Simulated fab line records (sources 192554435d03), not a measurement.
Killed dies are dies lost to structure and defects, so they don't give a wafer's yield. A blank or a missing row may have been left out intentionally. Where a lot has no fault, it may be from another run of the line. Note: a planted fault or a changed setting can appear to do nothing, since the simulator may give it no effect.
What tool caused it? | flow n5-finfet | 10 lots, 27 wafers sampled, at 5 steps of a route of 1938

== WHAT THE GAUGES SHOWED, per wafer ==
N5_SD_EPI_N_CD_MEAS_09: the cd target is 120 nm. Usual: cd-nm reads 120.1 nm (standard deviation 1).
lot  | measured    | on        | cd-nm (nm)        | flag
L224 | day 3 15:44 | cd-sem-03 | 119.0 118.9 119.4 |
L229 | day 4 20:12 | cd-sem-02 | 119.9 118.6 118.0 |
L230 | day 5 00:21 | cd-sem-01 | 120.8 119.8 120.7 |
L237 | day 6 19:49 | cd-sem-03 | 121.1 120.5       |
L238 | day 7 00:08 | cd-sem-01 | 119.8 120.0       |
L239 | day 7 09:07 | cd-sem-01 | 120.0 120.3 120.2 |
L240 | day 7 12:00 | cd-sem-01 | 120.5 120.2 120.7 |
L241 | day 7 21:01 | cd-sem-01 | 118.3 117.4       |

N5_BEOL_M4_RC_MEAS_101. Usual: DIBL_N 36.2 mV/V, standard deviation 2; DIBL_P 36.1 mV/V, standard deviation 2.4; IOFF_N 0.16 nA/um, standard deviation 0.035; IOFF_P 0.22 nA/um, standard deviation 0.041; ION_N 675 uA/um, standard deviation 14; ION_P 465 uA/um, standard deviation 8.6; SS_N 71.5 mV/dec, standard deviation 0.64; SS_P 73.2 mV/dec, standard deviation 0.76; VT_N 250 mV, standard deviation 3.9; VT_P -249 mV, standard deviation 3.4.
lot  | measured     | on        | DIBL_N (mV/V)  | DIBL_P (mV/V)  | IOFF_N (nA/um) | IOFF_P (nA/um) | ION_N (uA/um) | ION_P (uA/um) | SS_N (mV/dec)  | SS_P (mV/dec)  | VT_N (mV)   | VT_P (mV)      | flag
L224 | day 8 09:48  | prober-01 | 36.6 35.3 35.0 | 36.9 34.8 34.3 | 0.16 0.14 0.13 | 0.21 0.18 0.19 | 677 687 670   | 460 471 463   | 71.8 70.9 71.4 | 72.8 72.4 72.1 | 248 249 249 | -249 -251 -249 |
L229 | day 10 09:42 | prober-01 | 38.1 35.5 39.5 | 38.1 34.8 39.4 | 0.19 0.14 0.23 | 0.27 0.23 0.31 | 684 669 694   | 475 472 474   | 71.7 71.5 72.5 | 73.3 72.6 74.0 | 246 253 246 | -244 -249 -245 |
L230 | day 9 21:13  | prober-01 | 35.8 39.0 36.4 | 36.1 40.3 37.6 | 0.17 0.22 0.18 | 0.22 0.29 0.25 | 674 679 686   | 459 463 467   | 72.0 72.3 70.7 | 72.8 73.5 74.2 | 245 248 248 | -247 -244 -245 |
L237 | day 12 00:40 | prober-02 | 37.6 33.6      | 37.2 33.2      | 0.17 0.12      | 0.23 0.18      | 680 682       | 462 476       | 72.6 70.6      | 73.5 71.9      | 250 253     | -247 -250      |
L238 | day 12 00:33 | prober-01 | 36.6 33.0      | 37.2 31.7      | 0.16 0.10      | 0.23 0.16      | 677 653       | 472 453       | 71.4 71.0      | 72.4 71.6      | 249 255     | -246 -251      |
L239 | day 12 08:17 | prober-02 | 34.9 38.7 40.8 | 33.2 37.5 40.7 | 0.13 0.19 0.24 | 0.18 0.24 0.28 | 677 674 703   | 466 463 472   | 70.9 72.2 72.0 | 72.7 74.4 74.0 | 251 248 243 | -251 -247 -247 |
L240 | day 12 08:16 | prober-01 | 37.2 36.1 37.1 | 38.9 38.3 38.6 | 0.16 0.16 0.17 | 0.20 0.20 0.21 | 670 680 685   | 458 470 465   | 71.8 71.5 72.0 | 73.8 73.7 73.9 | 249 249 251 | -255 -251 -250 |
L241 | day 13 05:14 | prober-02 | 34.1 36.5      | 34.6 36.2      | 0.12 0.16      | 0.19 0.19      | 664 652       | 465 443       | 71.1 72.1      | 73.1 74.3      | 257 251     | -251 -254      |

== WHAT TOOL EACH LOT RAN ON (gives the tool, then ch and the chambers of the sampled wafers, and finally the start) ==
lot  | N5_DUMMY_GATE_STRIP_40            | N5_SPACER0_ALD_00                | N5_SD_EPI_N_ETCH_16
L224 | rie-diel-05 ch 0,1,3, day 3 12:56 | ald-sin-03 ch 1,2, day 3 14:55   | rie-diel-01 ch 1,2,3, day 3 16:26
L227 | rie-diel-05 ch 1,3, day 4 04:29   | ald-sin-04 ch 0,1,2, day 4 06:32 | -
L228 | rie-diel-02 ch 0,1,3, day 4 10:19 | ald-sin-04 ch 0,1,3, day 4 11:38 | -
L229 | rie-diel-02 ch 1,2,3, day 4 18:14 | ald-sin-04 ch 1,3, day 4 19:23   | rie-diel-01 ch 0,2, day 4 20:58
L230 | rie-diel-06 ch 0,1,3, day 4 21:29 | ald-sin-04 ch 0,1,3, day 4 23:40 | rie-diel-01 ch 0,1,3, day 5 01:13
L237 | rie-diel-05 ch 0,2, day 6 18:02   | ald-sin-04 ch 3, day 6 19:07     | rie-diel-03 ch 1,2, day 6 20:49
L238 | rie-diel-02 ch 2, day 6 22:04     | ald-sin-04 ch 2, day 6 23:19     | rie-diel-04 ch 1,2, day 7 00:52
L239 | rie-diel-06 ch 0,1, day 7 07:25   | ald-sin-02 ch 0,2,3, day 7 08:26 | rie-diel-01 ch 0,1,2, day 7 09:50
L240 | rie-diel-02 ch 0,2,3, day 7 10:17 | ald-sin-04 ch 0,1,2, day 7 11:19 | rie-diel-01 ch 1,2,3, day 7 12:42
L241 | rie-diel-05 ch 2,3, day 7 19:18   | ald-sin-04 ch 2,3, day 7 20:19   | rie-diel-04 ch 2,3, day 7 21:45
- N5_DUMMY_GATE_STRIP_40: strips in CF4.
- N5_SPACER0_ALD_00: deposits SiOCN, target thk 3.5 nm, pulse time 3 s, purge time 2 s.
- N5_SD_EPI_N_ETCH_16: etches SiO2 in CHF3/O2, target depth 5 nm.

== WHAT THE TOOLS THEMSELVES READ (means of the sampled wafers that have a number; where no wafer has one, the mark that the record gives instead) ==
N5_DUMMY_GATE_STRIP_40. Usual: drypump-motor-current-A 5.8 A, standard deviation 0.35; oes-product-au 0.80 a.u., standard deviation 0.076; power-w 300.0 W, standard deviation 0.76; rf-vpp-V 270.7 V, standard deviation 1.8; showerhead-plenum-p-Torr 1.78 Torr, standard deviation 0.074; throttle-valve-pct 13.51 %, standard deviation 0.28.
lot  | tool        | drypump-motor-current-A (A) | oes-product-au (a.u.) | power-w (W) | rf-vpp-V (V) | showerhead-plenum-p-Torr (Torr) | throttle-valve-pct (%) | flag
L224 | rie-diel-05 | 5.6                         | 0.81                  | 299.8       | 271.5        | 1.79                            | 13.64                  |
L227 | rie-diel-05 | 5.8                         | 0.77                  | 300.3       | 273.0        | 1.83                            | 13.87                  |
L228 | rie-diel-02 | 5.8                         | 0.77                  | 300.2       | 270.7        | 1.77                            | 13.51                  |
L229 | rie-diel-02 | 6.0                         | 0.81                  | 299.8       | 270.9        | 1.80                            | 13.47                  |
L230 | rie-diel-06 | 6.1                         | 0.78                  | 299.9       | 270.1        | 1.77                            | 13.55                  |
L237 | rie-diel-05 | 5.7                         | 0.83                  | 299.3       | 269.2        | 1.71                            | 13.22                  |
L238 | rie-diel-02 | 5.7                         | 0.85                  | 300.4       | 273.1        | 1.89                            | 13.54                  |
L239 | rie-diel-06 | 6.1                         | 0.83                  | 299.5       | 272.3        | 1.78                            | 13.58                  |
L240 | rie-diel-02 | 5.7                         | 0.81                  | 300.3       | 271.6        | 1.82                            | 13.51                  |
L241 | rie-diel-05 | 6.0                         | 0.77                  | 300.7       | 270.2        | 1.76                            | 13.59                  |

N5_SPACER0_ALD_00. Usual: chamber-pressure-Torr 2.000 Torr, standard deviation 0.005; heater-power-w 837 W, standard deviation 55; precursor-pulse-height-rel 1.001, standard deviation 0.021; susceptor-temp-C 399.98 C, standard deviation 0.2.
lot  | tool       | chamber-pressure-Torr (Torr) | heater-power-w (W) | precursor-pulse-height-rel | susceptor-temp-C (C) | flag
L224 | ald-sin-03 | 1.996                        | 825                | 0.999                      | 399.77               |
L227 | ald-sin-04 | -                            | -                  | -                          | -                    | OFF
L228 | ald-sin-04 | -                            | -                  | -                          | -                    | OFF
L229 | ald-sin-04 | 2.002                        | 845                | 1.003                      | 400.03               |
L230 | ald-sin-04 | 1.994                        | 836                | 1.004                      | 399.82               |
L237 | ald-sin-04 | 2.009                        | 928                | 0.992                      | 399.70               |
L238 | ald-sin-04 | 1.998                        | 886                | 1.022                      | 400.12               |
L239 | ald-sin-02 | 1.999                        | 829                | 0.980                      | 399.94               |
L240 | ald-sin-04 | 2.001                        | 821                | 0.989                      | 399.87               |
L241 | ald-sin-04 | 2.003                        | 916                | 0.995                      | 399.73               |

N5_SD_EPI_N_ETCH_16. Usual: drypump-motor-current-A 5.6 A, standard deviation 0.35; oes-product-au 0.79 a.u., standard deviation 0.089; rf-vpp-V 517 V, standard deviation 9.8; showerhead-plenum-p-Torr 2.39 Torr, standard deviation 0.07; throttle-valve-pct 18.80 %, standard deviation 0.25.
lot  | tool        | drypump-motor-current-A (A) | oes-product-au (a.u.) | rf-vpp-V (V) | showerhead-plenum-p-Torr (Torr) | throttle-valve-pct (%) | flag
L224 | rie-diel-01 | 5.7                         | 0.78                  | 510          | 2.47                            | 18.77                  |
L229 | rie-diel-01 | 5.8                         | 0.70                  | 510          | 2.36                            | 18.97                  |
L230 | rie-diel-01 | 5.6                         | 0.79                  | 519          | 2.42                            | 18.70                  |
L237 | rie-diel-03 | 5.3                         | 0.96                  | 512          | 2.45                            | 18.49                  |
L238 | rie-diel-04 | 5.5                         | 0.90                  | 525          | 2.34                            | 18.62                  |
L239 | rie-diel-01 | 5.8                         | 0.86                  | 517          | 2.38                            | 18.66                  |
L240 | rie-diel-01 | 5.7                         | 0.85                  | 512          | 2.45                            | 18.70                  |
L241 | rie-diel-04 | 5.2                         | 0.79                  | 516          | 2.33                            | 18.75                  |

== THE ANSWER, worked out from the rows above alone ==
Rule: lot off if the mean of its wafers having a number is beyond 3 standard deviations from the usual mean. Also off: a lot with no number at a reading for which 4 or more lots have one. Where the step has rows for the other lots, those lots are counted as sound. After the gauges, taken in route order, come the tools' own readings; for these a lot's mean is taken, as printed above. At the first step where some lot is off, the reading lying furthest off is the one used; lots without a number count as furthest.
Off: L227, L228, at N5_SPACER0_ALD_00 (chamber-pressure-Torr). Without a number there: L227, L228.
If a tool, at that step or one of the process steps before it, ran each lot that is off and ran no sound lot following the first of them, it fits. Not one of the candidates tried fits.

== WHAT WAS PUT IN BY THE SIMULATOR ==
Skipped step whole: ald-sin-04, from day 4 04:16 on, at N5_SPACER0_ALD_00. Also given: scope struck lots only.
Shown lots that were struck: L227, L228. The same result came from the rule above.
